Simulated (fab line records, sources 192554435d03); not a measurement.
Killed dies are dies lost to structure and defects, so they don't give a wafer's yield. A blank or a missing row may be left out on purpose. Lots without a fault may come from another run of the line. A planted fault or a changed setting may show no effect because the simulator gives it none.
Chamber matching | flow n5_finfet | N5_FIN_SAQP_SPACER1_ALD_24 on ald_sin-02: 4 sister chambers
The step deposits SiO2, target thk 20.3 nm, pulse time 1 s, purge time 2 s. 16 wafers are shown with their chamber, then 8 later ones without.

WAFERS WITH THEIR CHAMBER
wafer  | chamber | heater_power_w (W) | precursor_pulse_height_rel
L074.3 | 1       | 531                | 1.031
L074.4 | 0       | 453                | 1.026
L074.6 | 1       | 536                | 0.982
L080.1 | 3       | 440                | 0.987
L080.2 | 1       | 536                | 0.999
L080.3 | 2       | 393                | 0.979
L087.1 | 3       | 452                | 0.949
L087.4 | 0       | 451                | 0.988
L087.5 | 3       | 435                | 1.000
L089.3 | 2       | 397                | 1.010
L089.4 | 3       | 449                | 0.973
L089.6 | 3       | 430                | 0.970
L091.2 | 0       | 462                | 0.962
L091.4 | 3       | 440                | 1.050
L091.5 | 1       | 508                | 1.039
L093.2 | 1       | 536                | 1.004

SIGNATURES (means of the wafers above)
reading                    | chamber 0 | chamber 1 | chamber 2 | chamber 3 | scatter within a chamber
heater_power_w             | 455.33    | 529.40    | 395.00    | 441.00    | 9.18
precursor_pulse_height_rel | 0.99200   | 1.01100   | 0.99450   | 0.98817   | 0.03
Rule: a wafer's distance from a chamber is the root of the sum, over the readings, of the square of ((its reading less the chamber's mean) divided by the reading's scatter). The wafer belongs to the nearest chamber; if the next one is less than 2 further off, it can't be placed. The scatter: the root of (the sum of the squares of (reading less its chamber's mean) over the shown wafers, divided by (wafers less chambers)).

WAFERS WITHOUT THEIR CHAMBER
wafer  | heater_power_w (W) | precursor_pulse_height_rel
L093.4 | 389                | 0.993
L093.5 | 534                | 1.033
L094.3 | 402                | 0.992
L094.4 | 463                | 0.979
L094.5 | 529                | 1.018
L095.2 | 457                | 1.010
L095.3 | 439                | 1.062
L095.5 | 408                | 1.014

WHICH CHAMBER EACH WENT THROUGH
wafer  | from the rows above     | in truth
L093.4 | 2                       | 2
L093.5 | 1                       | 1
L094.3 | 2                       | 2
L094.4 | can't be placed: 0 or 3 | 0
L094.5 | 1                       | 1
L095.2 | can't be placed: 0 or 3 | 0
L095.3 | can't be placed: 3 or 0 | 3
L095.5 | 2                       | 2
Placed correctly: 5 of 8. Can't be placed from these rows: 3 (the true chamber is among the candidates in 3). Placed wrongly: 0.
